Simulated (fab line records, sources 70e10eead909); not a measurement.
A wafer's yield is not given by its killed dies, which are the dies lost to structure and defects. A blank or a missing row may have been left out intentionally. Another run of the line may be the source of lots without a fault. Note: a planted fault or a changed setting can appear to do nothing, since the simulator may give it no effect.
A struck lot beside a sound one ; flow nand_harc ; 17 out of 1302 route steps
Sound: these wafers, L156.1, L156.2, L156.4. Wafers struck: L162.1, L162.4, L162.6. The cause comes at the end.
For every step that has rows: the tool of each side, followed by ch and its chambers, followed by its first start. Under that, the readings that differ: sound wafers ; struck wafers ; difference of the means ; sigmas: that difference in standard deviations of wafers without a fault.
alike: a reading whose means differ by less than 2 such deviations, as well as words and numbers matching on both sides. not compared: withheld readings; readings where some wafer has no value; bounds like >300 that might hide an equal value; numbers whose values overlap and for which the record gives no deviation.
A row with sigmas, a row that says differs or no value, or rows on one side alone: a step with any of these is where the two part. When numbers do not overlap yet have no deviation, they are printed without sigmas and do not part them. A reading that every wafer of one side lacks parts them only if that side has two wafers or more.

NHARC_A_WL_FILL_INSPECT_15:
  struck on defect_inspect-01, day 27 07:04; sound on defect_inspect-02, day 25 15:56
  alike: raw_defect_count
NHARC_A_CONTACT_DEP_24: deposits SiO2, target thk 500 nm.
  sound on pecvd-04 ch 0,2, day 25 16:09; struck on pecvd-02 ch 1,2, day 27 07:16
  alike: chamber_pressure_Torr, flow_sccm, heater_power_outer_w, heater_power_w, showerhead_vpp_V, throttle_valve_pct
NHARC_A_CONTACT_DEP_28: deposits aC, target thk 7000 nm.
  sound on acl_dep-03 ch 0, day 25 19:34; struck on acl_dep-02 ch 0, day 27 07:44
  alike: throttle_valve_pct
NHARC_A_CONTACT_DEP_29: deposits SiON, target thk 100 nm.
  sound on pecvd-04 ch 0,2, day 25 23:52; struck on pecvd-01 ch 0,1, day 27 12:07
reading;sound;struck;difference;sigmas
heater_power_outer_w (W);364 401 376;574 600 582;+205;+2
heater_power_w (W);646 746 636;984 889 997;+281;+2
  alike: chamber_pressure_Torr, showerhead_vpp_V
then, 7 steps without rows for these wafers: NHARC_A_CONTACT_DEHYDRATE_32 (time 120 s); NHARC_A_CONTACT_HMDS_33 (time 30 s); NHARC_A_CONTACT_COAT_34 (time 75 s); NHARC_A_CONTACT_COAT_35 (time 65 s); NHARC_A_CONTACT_COAT_36 (resist thk 90 nm); NHARC_A_CONTACT_SOFTBAKE_37 (time 55 s); NHARC_A_CONTACT_EBR_38.
NHARC_A_CONTACT_EXPOSE_39: exposes mask A CC 3.
  sound on arfi_scanner-01 ch 0, day 26 00:28; struck on arfi_scanner-02 ch 0, day 27 12:46
reading;sound;struck;difference;sigmas
exposure_dose_mJ_cm2;58.62 58.61 58.76;61.29 61.38 61.35;+2.68;+48
  alike: mask
then, 2 steps without rows for these wafers: NHARC_A_CONTACT_PEB_40 (peb time 65 s); NHARC_A_CONTACT_DEVELOP_41 (develop time 35 s).
NHARC_A_CONTACT_CD_MEAS_42: the cd target is 300 nm.
  sound on cd_sem-02 ch 0, day 26 00:37; struck on cd_sem-02 ch 0, day 27 12:55
reading;sound;struck;difference;sigmas
cd_nm (nm);300.3 300.2 300.0;302.0 301.8 302.3;+1.9;+4
NHARC_A_CONTACT_OVL_MEAS_43:
  struck on overlay-01, day 27 13:00; sound on overlay-02, day 26 00:42
  alike: overlay_x_nm, overlay_y_nm
-- break in the record here, with 3 days between the starts of the struck wafers on either side (left off in module A_CONTACT, picked up again in module END, where the first step shown is number 1302 on the route) --
NHARC_END_SORT_01:
  sound on prober-01 ch 0, day 29 03:50; struck on prober-02 ch 0, day 30 09:56
  alike: killed_at_array, killed_at_other, killed_at_periphery, killed_dies, killed_open, killed_short

== WHERE THEY PART ==
At NHARC_A_CONTACT_DEP_29 first; at NHARC_A_CONTACT_CD_MEAS_42 last (within this record only). Later steps at which nothing parts them and some readings are alike: NHARC_A_CONTACT_OVL_MEAS_43, NHARC_END_SORT_01.

WHY: what the simulator had put in
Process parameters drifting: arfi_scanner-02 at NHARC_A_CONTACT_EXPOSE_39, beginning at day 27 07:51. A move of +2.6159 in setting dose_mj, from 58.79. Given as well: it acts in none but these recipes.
